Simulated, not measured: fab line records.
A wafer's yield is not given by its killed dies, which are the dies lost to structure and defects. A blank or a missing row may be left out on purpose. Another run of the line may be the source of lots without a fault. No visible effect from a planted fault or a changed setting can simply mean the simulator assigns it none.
fab line records	flow n5Finfet
[record] lots = 6	wafers = 18	lastDay = 17
route steps=1938 shown BEOL_M9@1426 PASSIVATION@1936
lots with no fault: from the same line, run without faults
startH: start of the lot's first displayed wafer, in hours after the record's first day	waitH: hours from the lot's prior step to this one	" the same as in the row above	L1.1+2: a row that stands for several wafers	- no value present, or no start provided	* or withheld: withheld	< > ~ a bound
route shown NAME@n: a module of which the file shows steps, and the number in the route of the first	usual: mean/standard deviation taken from wafers without a fault	same: alike in all rows	chamber/n: place in a boat	sites: per-site readings	_std_site: standard deviation across them	_edge_site: outer sites' mean less inner sites'	radiusMm: for every site, how far away it sits from the centre of the wafer	mask NAME#n: copy n	behind: the most recent tool/chamber to have shaped the wafer	hold: reason for holding the lot/hours on hold/outcome of the hold	device: the transistor (n, p or np) that didn't switch	end of line: tests run on the same wafers once the route is complete	a step given without rows: its recipe and nothing more	killed: not the wafer's yield, but the dies lost to structure and defects at the first sort	map: a wafer's dies, marking killed ones x, the rest . and places with no die _
set.NAME: the setting as run; set.NAME@STEP: as run at that earlier step	model.NAME: the simulator's own value behind a step, which no gauge read
a table for each step, a row for each wafer; lots at some steps of the route
services: when a tool's chamber went out of use (startH, in hours from the record's first day, below 0 if earlier), for how many hours, and the reason
[[steps]]
[step N5_BEOL_M9_COAT_64]
[recipe] resist = SiARC	tempC = 220	timeS = 60	spinRpm = 1500	resistThkNm = 12
[step N5_BEOL_M9_COAT_75]
[recipe] resist = underlayer	tempC = 205	timeS = 60	spinRpm = 1500	resistThkNm = 5
[step N5_BEOL_M9_COAT_22]
[recipe] resist = CAR-EUV	spinRpm = 1500	resistThkNm = 30
[step N5_BEOL_M9_EBR_24]
[recipe] solvent = PGMEA	ebrWidthMm = 1.5
[step N5_BEOL_M9_SOFTBAKE_23]
[recipe] tempC = 110	timeS = 60	resist = CAR-EUV
[step N5_BEOL_M9_EXPOSE_25]
[recipe] maskId = V8	na = 0.33	sourceShape = annular	sigmaInner = 0.4	sigmaOuter = 0.8	polarization = unpolarized	doseMj = 37.25
[step N5_BEOL_M9_PEB_26]
[recipe] pebTempC = 100	pebTimeS = 60	resist = CAR-EUV
[step N5_BEOL_M9_DEVELOP_27]
[recipe] developTimeS = 30	developer = TMAH	resist = CAR-EUV	rinseLiquid = surfactantRinse	dry = airSpin	devTempC = 23
[step N5_BEOL_M9_CD_MEAS_28]
[recipe] targetCdNm = 70	landingEnergyEv = 500	detector = seInlens	polarity = opening
[usual] cdNm = 70.05/0.25
lot.wafer	tool	chamber	startH	waitH	cdNm
L164.4	cdSem-03	0	232.26	-	69.73
L164.5	"	0	"	"	69.96
L164.6	"	0	"	"	69.94
L165.1	cdSem-02	0	235.67	-	69.85
L165.4	"	0	"	"	70.00
L165.5	"	0	"	"	70.20
L166.2	cdSem-02	0	244.90	-	70.08
L166.3	"	0	"	"	70.09
L166.6	"	0	"	"	70.19
L173.1	cdSem-02	0	295.32	-	70.32
L173.2	"	0	"	"	70.33
L173.4	"	0	"	"	70.70
L179.3	cdSem-01	0	331.76	-	70.28
L179.4	"	0	"	"	70.17
L179.6	"	0	"	"	70.08
L181.3	cdSem-03	0	331.95	-	69.88
L181.5	"	0	"	"	69.87
L181.6	"	0	"	"	69.90
[step N5_BEOL_M9_OVL_MEAS_29]
[recipe] pointsPerWafer = 522
[usual] V8_OVL = -0.1/0.62
lot.wafer	tool	chamber	startH	waitH	V8_OVL[nm]
L164.4	overlay-01	0	232.31	0.0	0.3
L164.5	"	0	"	"	-0.1
L164.6	"	0	"	"	0.6
L165.1	overlay-02	0	235.70	0.0	0.4
L165.4	"	0	"	"	0.1
L165.5	"	0	"	"	0.4
L166.2	overlay-01	0	244.94	0.0	0.2
L166.3	"	0	"	"	0.4
L166.6	"	0	"	"	0.0
L173.1	overlay-01	0	295.36	0.0	-0.2
L173.2	"	0	"	"	-0.9
L173.4	"	0	"	"	-0.3
L179.3	overlay-01	0	331.80	0.0	-0.1
L179.4	"	0	"	"	-1.3
L179.6	"	0	"	"	0.1
L181.3	overlay-01	0	331.99	0.0	0.7
L181.5	"	0	"	"	0.2
L181.6	"	0	"	"	0.2
[step N5_BEOL_M9_INSPECT_30]
[recipe] mode = adi	inspectInstrument = brightfield
[usual] rawDefectCount = 371/75
lot.wafer	tool	chamber	startH	waitH	rawDefectCount
L164.4	defectInspect-02	-	232.35	0.0	321
L164.5	"	-	"	"	267
L164.6	"	-	"	"	284
L165.1	defectInspect-02	-	235.76	0.1	357
L165.4	"	-	"	"	395
L165.5	"	-	"	"	419
L166.2	defectInspect-02	-	244.99	0.0	325
L166.3	"	-	"	"	363
L166.6	"	-	"	"	447
L173.1	defectInspect-01	-	295.41	0.1	584
L173.2	"	-	"	"	505
L173.4	"	-	"	"	359
L179.3	defectInspect-02	-	331.85	0.0	405
L179.4	"	-	"	"	392
L179.6	"	-	"	"	452
L181.3	defectInspect-01	-	332.04	0.0	344
L181.5	"	-	"	"	301
L181.6	"	-	"	"	339
[step N5_BEOL_M9_DESCUM_33]
[recipe] chemistry = O2	timeS = 7	sourcePowerW = 50	biasPowerW = 20	pressureMtorr = 20	rfFrequencyHz = 2.712e+07	tempC = 40	resist = CAR-EUV	o2FlowSccm = 225
[usual] drypumpMotorCurrentA = 5.8/0.38	oesProductAu = 0.81/0.076	rfVppV = 243.4/1.4	showerheadPlenumPTorr = 2.11/0.071	throttleValvePct = 20.43/0.21
lot.wafer	tool	chamber	startH	waitH	drypumpMotorCurrentA	oesProductAu	rfHoursCounterH	rfVppV	showerheadPlenumPTorr	throttleValvePct
L164.4	rieDiel-05	1	232.66	0.3	6.1	0.77	125	244.1	2.02	20.59
L164.5	"	3	"	"	6.2	0.71	-	244.3	2.13	20.36
L164.6	"	2	"	"	5.3	0.78	-	244.1	2.11	20.65
L165.1	rieDiel-04	1	235.79	0.0	5.8	0.83	67	243.5	2.21	20.49
L165.4	"	1	"	"	5.9	0.84	-	244.3	2.21	20.50
L165.5	"	0	"	"	5.1	0.75	-	241.0	2.08	20.36
L166.2	rieDiel-04	1	245.02	0.0	5.8	0.84	69	245.0	2.21	20.50
L166.3	"	2	"	"	5.6	0.87	31	245.3	2.22	20.06
L166.6	"	3	"	"	5.7	0.90	-	245.8	2.25	20.38
L173.1	rieDiel-01	0	295.55	0.1	6.0	0.70	219	243.9	2.16	20.48
L173.2	"	2	"	"	5.2	0.77	144	241.2	2.02	20.66
L173.4	"	3	"	"	6.0	0.74	190	242.9	2.08	20.36
L179.3	rieDiel-04	1	331.88	0.0	5.8	0.80	96	244.3	2.20	20.55
L179.4	"	2	"	"	5.6	0.85	52	244.8	2.21	20.09
L179.6	"	1	"	"	5.9	0.80	-	245.1	2.20	20.54
L181.3	rieDiel-01	1	332.07	0.0	6.3	0.78	114	241.0	2.01	20.13
L181.5	"	1	"	"	6.3	0.78	-	241.0	2.01	20.14
L181.6	"	3	"	"	6.0	0.74	-	243.7	2.08	20.36
[step N5_BEOL_M9_ETCH_76]
[recipe] chemistry = N2/H2	target = underlayer	targetDepthA = 65	maskMaterial = CAR-EUV	timeS = 5.2	ionEnergyEv = 200	pressureMtorr = 30	sourceW = 840	biasW = 150	n2FlowSccm = 200	h2FlowSccm = 200	ends = cleared
[usual] biasW = 150.0/0.46	chamberPressureMTorr = 29.99/0.038	drypumpMotorCurrentA = 5.8/0.38	etchRfOnTimeS = 5.19/0.15	oesProductAu = 0.68/0.059	rfVppV = 524.7/2.7	showerheadPlenumPTorr = 2.57/0.084	throttleValvePct = 17.83/0.21
lot.wafer	tool	chamber	startH	waitH	biasW	chamberPressureMTorr	drypumpMotorCurrentA	etchRfOnTimeS	oesProductAu	rfHoursCounterH	rfVppV	showerheadPlenumPTorr	throttleValvePct	model.CAR-EUV_of_BEOL_M9_COAT_22.thkNm
L164.4	rieDiel-05	1	232.69	0.0	150.1	29.96	6.1	5.10	0.67	125	522.5	2.44	17.89	20.4
L164.5	"	3	"	"	150.2	29.93	6.2	5.08	0.60	-	526.1	2.61	17.96	20.2
L164.6	"	2	"	"	150.1	30.02	5.3	5.17	0.66	-	524.0	2.57	18.14	20.4
L165.1	rieDiel-04	1	235.83	0.0	-	-	-	-	-	-	-	-	-	26
L165.4	"	1	"	"	-	-	-	-	-	-	-	-	-	26
L165.5	"	0	"	"	-	-	-	-	-	-	-	-	-	26
L166.2	rieDiel-04	1	245.06	0.0	-	-	-	-	-	-	-	-	-	26
L166.3	"	2	"	"	-	-	-	-	-	-	-	-	-	26
L166.6	"	3	"	"	-	-	-	-	-	-	-	-	-	26
L173.1	rieDiel-01	0	295.59	0.0	149.8	30.00	6.1	5.13	0.60	219	528.3	2.62	17.88	20.4
L173.2	"	2	"	"	150.8	30.04	5.1	5.26	0.65	144	520.9	2.44	17.99	20.4
L173.4	"	3	"	"	150.1	30.00	6.0	5.36	0.62	190	525.2	2.52	17.67	20.6
L179.3	rieDiel-04	1	331.91	0.0	150.1	30.02	5.9	5.01	0.69	96	527.9	2.67	17.93	20.2
L179.4	"	2	"	"	150.3	30.03	5.6	5.12	0.72	52	527.4	2.68	17.42	20.4
L179.6	"	1	"	"	150.0	30.02	5.9	5.07	0.69	-	528.6	2.67	17.93	20.2
L181.3	rieDiel-01	1	332.11	0.0	151.0	29.97	6.3	5.23	0.66	114	520.2	2.46	17.75	20.2
L181.5	"	1	"	"	149.7	29.94	6.4	5.27	0.65	-	521.4	2.46	17.73	20.4
L181.6	"	3	"	"	150.8	30.03	6.0	5.26	0.63	-	525.1	2.52	17.69	20.2
[step N5_BEOL_M9_ETCH_65]
[recipe] chemistry = CF4	target = SiARC	targetDepthA = 156	maskMaterial = CAR-EUV	timeS = 26	ionEnergyEv = 80	pressureMtorr = 40	sourceW = 545	biasW = 36	Ar_flow_sccm = 100	cf4FlowSccm = 100	ends = cleared
[usual] biasW = 35.99/0.12	cf4FlowSccm = 99.99/0.27	drypumpMotorCurrentA = 5.8/0.38	etchRfOnTimeS = 25.9/0.7	oesProductAu = 0.69/0.061	rfVppV = 184.4/1.2	showerheadPlenumPTorr = 2.16/0.064	throttleValvePct = 15.60/0.17
lot.wafer	tool	chamber	startH	waitH	biasW	cf4FlowSccm	drypumpMotorCurrentA	etchRfOnTimeS	oesProductAu	rfHoursCounterH	rfVppV	showerheadPlenumPTorr	throttleValvePct	model.CAR-EUV_of_BEOL_M9_COAT_22.thkNm
L164.4	rieDiel-05	1	232.71	0.0	36.20	99.86	6.1	25.8	0.66	125	184.1	2.08	15.77	11.2
L164.5	"	3	"	"	36.01	100.26	6.2	25.7	0.61	-	183.5	2.20	15.76	11
L164.6	"	2	"	"	35.88	99.55	5.3	25.7	0.66	-	184.5	2.14	15.79	11.2
L165.1	rieDiel-04	1	235.84	0.0	35.94	100.13	5.8	25.3	0.73	67	185.7	2.26	15.63	16.8
L165.4	"	1	"	"	36.11	100.34	5.8	25.5	0.72	-	186.0	2.26	15.63	16.8
L165.5	"	0	"	"	36.07	100.41	5.1	24.7	0.65	-	184.0	2.13	15.57	17
L166.2	rieDiel-04	1	245.07	0.0	36.14	99.78	5.8	25.6	0.71	69	185.3	2.26	15.64	16.8
L166.3	"	2	"	"	36.12	99.90	5.6	25.8	0.75	31	186.2	2.28	15.31	16.8
L166.6	"	3	"	"	35.84	100.11	5.7	25.5	0.77	-	185.7	2.27	15.34	16.8
L173.1	rieDiel-01	0	295.60	0.0	35.80	99.92	6.1	25.7	0.61	219	184.9	2.19	15.60	11.2
L173.2	"	2	"	"	36.16	100.22	5.2	26.4	0.65	144	182.1	2.07	15.77	11.2
L173.4	"	3	"	"	36.03	99.75	6.0	26.3	0.63	190	183.6	2.14	15.64	11.2
L179.3	rieDiel-04	1	331.93	0.0	35.74	99.42	5.8	25.4	0.69	96	185.0	2.25	15.70	11
L179.4	"	2	"	"	35.98	100.05	5.6	25.5	0.72	52	185.3	2.27	15.35	11.2
L179.6	"	1	"	"	36.00	99.79	5.8	25.2	0.69	-	185.1	2.25	15.70	11
L181.3	rieDiel-01	1	332.12	0.0	36.01	100.20	6.3	26.2	0.66	114	183.1	2.08	15.46	11
L181.5	"	1	"	"	36.07	99.76	6.3	26.1	0.66	-	183.6	2.08	15.46	11.2
L181.6	"	3	"	"	36.18	100.20	6.0	26.4	0.62	-	185.9	2.14	15.65	11
[step N5_BEOL_M9_ETCH_66]
[recipe] chemistry = N2/H2	target = SOC	targetDepthA = 800	overetchA = 160	maskMaterial = SiARC	tempC = 40	timeS = 120	ionEnergyEv = 200	pressureMtorr = 30	sourceW = 840	biasW = 150	n2FlowSccm = 200	h2FlowSccm = 200
[usual] biasW = 149.9/0.48	chamberPressureMTorr = 30.000/0.028	drypumpMotorCurrentA = 5.8/0.38	oesProductAu = 0.61/0.054	rfVppV = 524.6/2.5	showerheadPlenumPTorr = 2.57/0.084	throttleValvePct = 17.78/0.21
lot.wafer	tool	chamber	startH	waitH	biasW	chamberPressureMTorr	drypumpMotorCurrentA	oesProductAu	rfHoursCounterH	rfVppV	showerheadPlenumPTorr	throttleValvePct
L164.4	rieDiel-05	1	232.74	0.0	149.4	30.020	6.1	0.59	125	520.7	2.44	17.82
L164.5	"	3	"	"	149.9	29.991	6.2	0.53	-	527.4	2.61	17.92
L164.6	"	2	"	"	149.8	30.019	5.3	0.60	-	523.3	2.57	18.10
L165.1	rieDiel-04	1	235.87	0.0	149.8	29.986	5.9	0.64	67	527.8	2.69	17.83
L165.4	"	1	"	"	149.6	30.005	5.9	0.64	-	528.8	2.69	17.84
L165.5	"	0	"	"	150.8	30.002	5.1	0.57	-	524.2	2.51	17.62
L166.2	rieDiel-04	1	245.10	0.0	149.9	29.990	5.9	0.63	69	527.4	2.69	17.84
L166.3	"	2	"	"	150.1	29.966	5.6	0.67	31	529.5	2.69	17.35
L166.6	"	3	"	"	149.5	29.995	5.7	0.69	-	528.7	2.69	17.51
L173.1	rieDiel-01	0	295.63	0.0	150.2	30.029	6.1	0.55	219	526.1	2.62	17.83
L173.2	"	2	"	"	150.1	29.939	5.1	0.59	144	521.9	2.44	17.92
L173.4	"	3	"	"	149.7	29.976	6.0	0.57	190	523.6	2.52	17.64
L179.3	rieDiel-04	1	331.96	0.0	149.5	29.985	5.8	0.61	96	526.8	2.67	17.88
L179.4	"	2	"	"	149.8	30.002	5.6	0.64	52	528.0	2.68	17.39
L179.6	"	1	"	"	149.7	29.999	5.8	0.62	-	527.3	2.67	17.88
L181.3	rieDiel-01	1	332.15	0.0	149.7	30.004	6.4	0.60	114	520.7	2.46	17.70
L181.5	"	1	"	"	149.9	30.025	6.3	0.60	-	520.6	2.46	17.70
L181.6	"	3	"	"	149.6	29.994	6.0	0.57	-	523.0	2.52	17.65
[step N5_PASSIVATION_PROBE_49]
[usual] defectLimitedYield = 91.4/1.5	killed_at_M0_to_M3 = 34/12	killed_at_M4_up = 12/4.9	killedAtContacts = 13/7.2	killedAtFrontEnd = 39/12	killedAtOther = 3.7/2.9	killedDies = 101/18	killedOpen = 67/14	killedShort = 33/7.2	sort_bin_4_leakage = 0.00/0.022	sort_bin_5_function = 5.1/0.97	sort_bin_6_memory = 3.2/0.67	sortNPass = 1079/17	sortYieldPct = 91.4/1.5
[same] grossDies = 1180	killedAtBackSide = 0	sort_bin_8_speed[%] = 0
lot.wafer	tool	chamber	startH	waitH	defectLimitedYield[%]	killed_at_M0_to_M3	killed_at_M4_up	killedAtContacts	killedAtFrontEnd	killedAtOther	killedDies	killedOpen	killedShort	sort_bin_4_leakage[%]	sort_bin_5_function[%]	sort_bin_6_memory[%]	sortNPass	sortYieldPct[%]
L164.4	prober-02	-	298.95	0.2	90.0	53	15	17	33	0	118	84	33	0	6.0	3.7	1062	90.0
L164.5	prober-02	-	299.00	0.2	91.1	41	15	11	36	2	105	64	41	0	5.7	2.9	1075	91.1
L164.6	prober-02	-	299.05	0.3	92.6	30	12	20	25	0	87	56	30	0	3.6	3.6	1093	92.6
L165.1	prober-01	-	299.28	0.0	91.6	23	16	7	48	5	99	53	42	0	4.7	3.1	1081	91.6
L165.4	prober-01	-	299.43	0.2	91.1	20	14	7	57	7	105	65	40	0	4.7	3.8	1075	91.1
L165.5	prober-01	-	299.48	0.2	92.7	14	9	24	35	4	86	63	23	0	4.3	2.7	1094	92.7
L166.2	prober-02	-	309.91	0.1	93.1	28	8	17	28	0	81	61	20	0	4.4	2.5	1099	93.1
L166.3	prober-02	-	309.96	0.1	93.9	30	11	12	19	0	72	43	29	0	3.6	2.2	1108	93.9
L166.6	prober-02	-	310.11	0.3	93.2	24	14	15	26	1	80	60	20	0	4.8	1.9	1100	93.2
L173.1	prober-01	-	356.86	0.0	91.3	19	7	14	51	12	103	60	42	0	4.7	3.3	1077	91.3
L173.2	prober-01	-	356.91	0.1	91.7	45	13	12	26	2	98	67	30	0	5.5	2.5	1082	91.7
L173.4	prober-01	-	357.01	0.2	92.7	30	7	11	35	3	86	58	27	0	4.3	2.8	1094	92.7
L181.3	prober-01	-	393.26	0.1	93.7	25	12	11	25	1	74	44	26	0	3.8	2.4	1106	93.7
L181.5	prober-01	-	393.36	0.2	90.8	31	15	6	51	5	108	72	36	0	5.4	3.6	1072	90.8
L181.6	prober-01	-	393.41	0.3	93.4	29	8	7	29	5	78	49	27	0	3.8	2.7	1102	93.4
L179.3	prober-02	-	398.09	0.7	91.7	24	16	20	34	4	98	65	33	0.25	5.2	3.1	1079	91.4
L179.4	prober-02	-	398.14	0.7	92.4	22	22	13	24	9	90	60	28	0	4.2	2.9	1090	92.4
L179.6	prober-02	-	398.24	0.8	92.0	38	11	13	27	5	94	53	40	0	4.2	3.3	1086	92.0
// killed by level:class
L164.4 BEOL_M0_SAQP:geometricParticle:open=16 BEOL_M0_SAQP:geometricParticle:short=14 MOL_CONTACT_COAG:geometricParticle:open=13 BEOL_M3:geometricParticle:open=9 STI_FIN_REVEAL:geometricParticle:open=7 BEOL_M2:geometricParticle:open=7 BEOL_M4:geometricParticle:open=7 STI_FIN_REVEAL:geometricParticle:short=4
L164.5 BEOL_M0_SAQP:geometricParticle:open=10 BEOL_M0_SAQP:geometricParticle:short=9 BEOL_M2:geometricParticle:open=9 MOL_CONTACT_COAG:geometricParticle:short=7 STI_FIN_REVEAL:geometricParticle:open=6 DUMMY_GATE:geometricParticle:open=6 STARTING-WAFER:geometricParticle:short=6 BEOL_M3:geometricParticle:open=5
L164.6 MOL_CONTACT_COAG:geometricParticle:open=13 BEOL_M4:geometricParticle:open=7 MOL_CONTACT_COAG:geometricParticle:short=6 BEOL_M0_SAQP:geometricParticle:open=6 BEOL_M0_SAQP:geometricParticle:short=6 DUMMY_GATE:geometricParticle:open=5 GATE_CUT:geometricParticle:short=4 BEOL_M1:geometricParticle:open=4
L165.1 FIN_SAQP:geometricParticle:short=19 FIN_SAQP:geometricParticle:open=10 BEOL_M1:geometricParticle:short=8 MOL_CONTACT_COAG:geometricParticle:open=7 BEOL_M4:geometricParticle:open=5 ILD0:geometricParticle:open=5 DUMMY_GATE:geometricParticle:open=4 BEOL_M2:geometricParticle:open=4
L165.4 FIN_SAQP:geometricParticle:open=19 STI_FIN_REVEAL:geometricParticle:open=9 ILD0:geometricParticle:short=9 FIN_SAQP:geometricParticle:short=8 BEOL_M4:geometricParticle:open=8 BEOL_M0_SAQP:geometricParticle:short=5 STI_FIN_REVEAL:geometricParticle:short=4 MOL_CONTACT_COAG:geometricParticle:open=4
L165.5 MOL_CONTACT_COAG:geometricParticle:open=20 FIN_SAQP:geometricParticle:open=12 STI_FIN_REVEAL:geometricParticle:open=8 FIN_SAQP:geometricParticle:short=4 GATE_CUT:geometricParticle:short=4 MOL_CONTACT_COAG:geometricParticle:short=4 BEOL_M4:geometricParticle:open=4 BEOL_M0_SAQP:geometricParticle:short=3
L166.2 MOL_CONTACT_COAG:geometricParticle:open=12 BEOL_M0_SAQP:geometricParticle:open=8 BEOL_M3:geometricParticle:open=8 DUMMY_GATE:geometricParticle:open=7 STI_FIN_REVEAL:geometricParticle:open=5 MOL_CONTACT_COAG:geometricParticle:short=5 BEOL_M0_SAQP:geometricParticle:short=5 FIN_SAQP:geometricParticle:open=4
L166.3 MOL_CONTACT_COAG:geometricParticle:open=8 BEOL_M0_SAQP:geometricParticle:short=8 BEOL_M2:geometricParticle:open=7 FIN_SAQP:geometricParticle:short=6 BEOL_M0_SAQP:geometricParticle:open=5 MOL_CONTACT_COAG:geometricParticle:short=4 BEOL_M4:geometricParticle:open=4 BEOL_M3:geometricParticle:open=4
L166.6 MOL_CONTACT_COAG:geometricParticle:open=12 BEOL_M1:geometricParticle:open=8 STI_FIN_REVEAL:geometricParticle:open=7 BEOL_M4:geometricParticle:open=6 ILD0:geometricParticle:open=5 ILD0:geometricParticle:short=4 BEOL_M0_SAQP:geometricParticle:open=4 BEOL_M2:geometricParticle:open=4
L173.1 FIN_SAQP:geometricParticle:open=18 GATE_CUT:geometricParticle:short=10 MOL_CONTACT_COAG:geometricParticle:open=10 FIN_SAQP:geometricParticle:short=7 GATE_CUT:geometricParticle:open=6 BEOL_M0_SAQP:geometricParticle:short=5 MIM_TOP:geometricParticle:open=5 MOL_CONTACT_COAG:geometricParticle:short=4
L173.2 BEOL_M0_SAQP:geometricParticle:short=16 MOL_CONTACT_COAG:geometricParticle:open=12 BEOL_M0_SAQP:geometricParticle:open=10 BEOL_M3:geometricParticle:open=5 GATE_CUT:geometricParticle:open=5 BEOL_M5:geometricParticle:open=5 STI_FIN_REVEAL:geometricParticle:open=4 BEOL_M2:geometricParticle:open=4
L173.4 FIN_SAQP:geometricParticle:open=16 FIN_SAQP:geometricParticle:short=7 MOL_CONTACT_COAG:geometricParticle:open=7 BEOL_M0_SAQP:geometricParticle:short=7 BEOL_M1:geometricParticle:open=6 BEOL_M0_SAQP:geometricParticle:open=6 BEOL_M3:geometricParticle:open=6 MOL_CONTACT_COAG:geometricParticle:short=4
L181.3 MOL_CONTACT_COAG:geometricParticle:open=9 BEOL_M1:geometricParticle:open=6 BEOL_M0_SAQP:geometricParticle:open=5 BEOL_M4:geometricParticle:open=5 STI_FIN_REVEAL:geometricParticle:open=4 ILD0:geometricParticle:short=4 GATE_CUT:geometricParticle:short=4 BEOL_M0_SAQP:geometricParticle:short=4
L181.5 BEOL_M3:geometricParticle:open=11 BEOL_M4:geometricParticle:open=10 FIN_SAQP:geometricParticle:short=9 STI_FIN_REVEAL:geometricParticle:open=8 FIN_SAQP:geometricParticle:open=6 STARTING-WAFER:geometricParticle:open=5 ILD0:geometricParticle:short=4 MOL_CONTACT_COAG:geometricParticle:open=4
L181.6 BEOL_M1:geometricParticle:open=9 MOL_CONTACT_COAG:geometricParticle:open=7 BEOL_M2:geometricParticle:open=6 FIN_SAQP:geometricParticle:open=5 STI_FIN_REVEAL:geometricParticle:open=5 BEOL_M1:geometricParticle:short=5 FIN_SAQP:geometricParticle:short=3 ILD0:geometricParticle:short=3
L179.3 MOL_CONTACT_COAG:geometricParticle:open=14 GATE_CUT:geometricParticle:open=8 FIN_SAQP:geometricParticle:open=7 GATE_CUT:geometricParticle:short=7 BEOL_M4:geometricParticle:open=7 FIN_SAQP:geometricParticle:short=6 MOL_CONTACT_COAG:geometricParticle:short=6 BEOL_M0_SAQP:geometricParticle:open=5
L179.4 BEOL_M4:geometricParticle:open=14 MOL_CONTACT_COAG:geometricParticle:open=9 BEOL_M2:geometricParticle:open=7 PASS1_CAP:geometricParticle:short=6 STI_FIN_REVEAL:geometricParticle:open=4 MOL_CONTACT_COAG:geometricParticle:short=4 BEOL_M1:geometricParticle:open=4 BEOL_M3:geometricParticle:open=4
L179.6 BEOL_M0_SAQP:geometricParticle:open=10 MOL_CONTACT_COAG:geometricParticle:open=9 BEOL_M0_SAQP:geometricParticle:short=9 BEOL_M2:geometricParticle:short=6 BEOL_M1:geometricParticle:open=5 STI_FIN_REVEAL:geometricParticle:open=4 MOL_CONTACT_COAG:geometricParticle:short=4 BEOL_M3:geometricParticle:open=4
[[services]]
tool	chamber	startH	hours	kind
rieDiel-05	-	216.89	0.8	repair
rieDiel-04	2	233.69	4.1	repair
rieDiel-04	2	252.40	19.3	repair
rieDiel-05	3	276.30	-	clean
rieDiel-05	3	276.30	-	consumableReplace:focusRing
rieDiel-05	3	276.30	31.9	scheduledDown
rieDiel-05	3	276.30	31.9	ventCycle
rieDiel-01	2	332.04	7.0	repair
[[key]]
[firstSign] step = N5_BEOL_M9_ETCH_76	reading = toolRecord	direction = missing
effect none on later readings
[modelEffect] step = N5_BEOL_M9_ETCH_76	value = CAR-EUV_of_BEOL_M9_COAT_22.thkNm	without = 20.4	struck = 26
[modelEffect] step = N5_BEOL_M9_ETCH_65	value = CAR-EUV_of_BEOL_M9_COAT_22.thkNm	without = 11.2	struck = 16.83
metAt N5_BEOL_M9_ETCH_76
struckWafers L165.1,L165.4,L165.5,L166.2,L166.3,L166.6
[fault] kind = skippedStepWhole	tool = rieDiel-04	chamber = -	onsetH = 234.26	steps = N5_BEOL_M9_ETCH_76	scope = struckLotsOnly
